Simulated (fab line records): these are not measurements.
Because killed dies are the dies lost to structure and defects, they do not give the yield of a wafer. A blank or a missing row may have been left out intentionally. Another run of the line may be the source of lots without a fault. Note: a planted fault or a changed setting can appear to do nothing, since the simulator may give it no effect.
Matching of chambers    flow n5-finfet    N5_BEOL_M0_ETCH_128 on rie-diel-06 has 4 sister chambers
The step etches SiCN in CF4/N2, target depth 12 nm, overetch 5.1 nm, time 21.4 s. 16 wafers are shown with their chamber, then 8 later ones without.

## WAFERS, EACH WITH ITS CHAMBER
wafer   chamber  showerhead-plenum-p-Torr (Torr)  oes-product-au (a.u.)  throttle-valve-pct (%)
L074.2  3        2.10                             0.48                   15.17
L074.3  2        2.12                             0.54                   15.42
L074.4  1        2.34                             0.61                   15.29
L078.1  3        2.09                             0.48                   15.18
L078.4  2        2.12                             0.54                   15.45
L078.5  0        2.21                             0.51                   15.26
L080.3  3        2.09                             0.47                   15.20
L080.4  1        2.33                             0.60                   15.31
L080.5  1        2.33                             0.61                   15.30
L083.1  1        2.33                             0.58                   15.32
L083.4  0        2.20                             0.50                   15.27
L083.5  1        2.33                             0.60                   15.31
L084.1  3        2.09                             0.47                   15.23
L084.2  2        2.12                             0.53                   15.47
L084.6  3        2.09                             0.48                   15.21
L085.3  3        2.09                             0.47                   15.22

SIGNATURES (means of the wafers above)
reading                   chamber 0  chamber 1  chamber 2  chamber 3  scatter within a chamber
showerhead-plenum-p-Torr  2.2050     2.3320     2.1200     2.0917     0.00422
oes-product-au            0.5050     0.6000     0.5367     0.4750     0.0085
throttle-valve-pct        15.2650    15.3060    15.4467    15.2017    0.0194
Rule: a wafer lies at a distance from a chamber equal to the root of the sum of squares, over the readings, of (its reading less the chamber's mean, divided by the reading's scatter). If the next closest chamber is less than 2 further off than the closest, the wafer can't be placed; otherwise it belongs to the closest. The scatter: the root of (the sum of the squares of (reading less its chamber's mean) over the shown wafers, divided by (wafers less chambers)).

## WAFERS WITH NO CHAMBER GIVEN
wafer   showerhead-plenum-p-Torr (Torr)  oes-product-au (a.u.)  throttle-valve-pct (%)
L085.5  2.20                             0.51                   15.30
L085.6  2.09                             0.47                   15.22
L086.1  2.20                             0.50                   15.28
L086.5  2.33                             0.58                   15.34
L086.6  2.20                             0.50                   15.30
L089.1  2.11                             0.52                   15.48
L089.4  2.20                             0.51                   15.32
L089.6  2.20                             0.50                   15.30

## WHICH CHAMBER EACH ONE RAN IN
wafer   from the rows above  in truth
L085.5  0                    0
L085.6  3                    3
L086.1  0                    0
L086.5  1                    1
L086.6  0                    0
L089.1  2                    2
L089.4  0                    0
L089.6  0                    0
Correct placement for 8 of the 8. Left unplaced by these rows: 0. Wrongly placed: 0.
